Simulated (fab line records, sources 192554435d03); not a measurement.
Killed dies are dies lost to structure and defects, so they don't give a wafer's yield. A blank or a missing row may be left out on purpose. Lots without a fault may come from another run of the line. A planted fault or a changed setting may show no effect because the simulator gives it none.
One fault seen from 3 desks | flow n5_finfet | each desk has only its own numbers; what lay behind them comes last

THE DEFECT DESK
What the inspections along the route counted, lot by lot: means of the sampled wafers that have a number. A lot is out of limits, marked OUT, if its mean lies more than 4 standard deviations from the usual mean; the brackets give that distance.
Columns: A = raw_defect_count at N5_BEOL_M2_INSPECT_30, usual 462
lot  | first seen here | A
L816 | day 7 04:27     | 339
L820 | day 7 22:45     | 353
L822 | day 8 15:34     | 413
L829 | day 10 10:07    | 546
L831 | day 10 21:00    | 624
L836 | day 12 15:19    | 398
This desk's finding: nothing out of limits on any of the 6 lots.

THE TOOL OWNER'S DESK: rie_diel-03
The tool's own readings at N5_BEOL_M2_TRENCH_ETCH_37 (etches SiOC in C4F6/O2, target depth 55.555 nm, time 29.2 s): means of the sampled wafers that have a number, for each lot that ran on this tool. A lot is out of limits, marked OUT, if its mean lies more than 4 standard deviations from the usual mean; the brackets give that distance.
Columns: A = drypump_motor_current_A at N5_BEOL_M2_TRENCH_ETCH_37, usual 5.71 A; B = oes_product_au at N5_BEOL_M2_TRENCH_ETCH_37, usual 0.78 a.u.; C = rf_vpp_V at N5_BEOL_M2_TRENCH_ETCH_37, usual 667 V; D = showerhead_plenum_p_Torr at N5_BEOL_M2_TRENCH_ETCH_37, usual 2.87 Torr; E = throttle_valve_pct at N5_BEOL_M2_TRENCH_ETCH_37, usual 20.83 %
lot  | first seen here | A    | B    | C   | D    | E
L816 | day 7 05:10     | 5.69 | 0.84 | 669 | 2.95 | 20.73
L820 | day 8 03:02     | 5.57 | 0.78 | 662 | 2.86 | 20.70
L822 | day 8 22:47     | 5.64 | 0.79 | 666 | 2.92 | 20.84
L829 | day 10 10:39    | 5.59 | 0.78 | 662 | 2.86 | 20.50
L836 | day 12 18:14    | 5.66 | 0.83 | 669 | 2.90 | 20.87
This desk's finding: nothing out of limits on any of the 5 lots.

THE METROLOGY DESK
What the gauges read, lot by lot, whatever tool the lot ran on: means of the sampled wafers that have a number. A lot is out of limits, marked OUT, if its mean lies more than 4 standard deviations from the usual mean; the brackets give that distance. Of its 10 readings 7 are shown: those that lie furthest out on some lot.
Columns: A = IOFF_N at N5_BEOL_M4_RC_MEAS_101, usual 0.156 nA/um; B = IOFF_P at N5_BEOL_M4_RC_MEAS_101, usual 0.205 nA/um; C = ION_N at N5_BEOL_M4_RC_MEAS_101, usual 675 uA/um; D = ION_P at N5_BEOL_M4_RC_MEAS_101, usual 463 uA/um; E = SS_N at N5_BEOL_M4_RC_MEAS_101, usual 71.4 mV/dec; F = VT_N at N5_BEOL_M4_RC_MEAS_101, usual 249.7 mV; G = VT_P at N5_BEOL_M4_RC_MEAS_101, usual -250.2 mV
lot  | first seen here | A     | B     | C   | D   | E    | F     | G
L816 | day 8 13:01     | 0.171 | 0.217 | 680 | 464 | 72.1 | 246.7 | -248.6
L820 | day 9 07:56     | 0.128 | 0.186 | 669 | 463 | 71.3 | 255.0 | -250.1
L822 | day 10 06:43    | 0.123 | 0.190 | 659 | 458 | 71.6 | 252.1 | -249.8
L829 | day 11 18:08    | 0.131 | 0.159 | 666 | 456 | 70.4 | 253.2 | -254.4
L831 | day 12 09:02    | 0.137 | 0.212 | 670 | 469 | 70.9 | 250.6 | -248.1
L836 | day 14 02:08    | 0.138 | 0.205 | 667 | 466 | 71.5 | 251.7 | -248.8
This desk's finding: nothing out of limits on any of the 6 lots.

PUT TOGETHER
The defect desk saw nothing out of limits.
The tool owner's desk saw nothing out of limits.
The metrology desk saw nothing out of limits.

WHAT THE SIMULATOR HAD PUT IN
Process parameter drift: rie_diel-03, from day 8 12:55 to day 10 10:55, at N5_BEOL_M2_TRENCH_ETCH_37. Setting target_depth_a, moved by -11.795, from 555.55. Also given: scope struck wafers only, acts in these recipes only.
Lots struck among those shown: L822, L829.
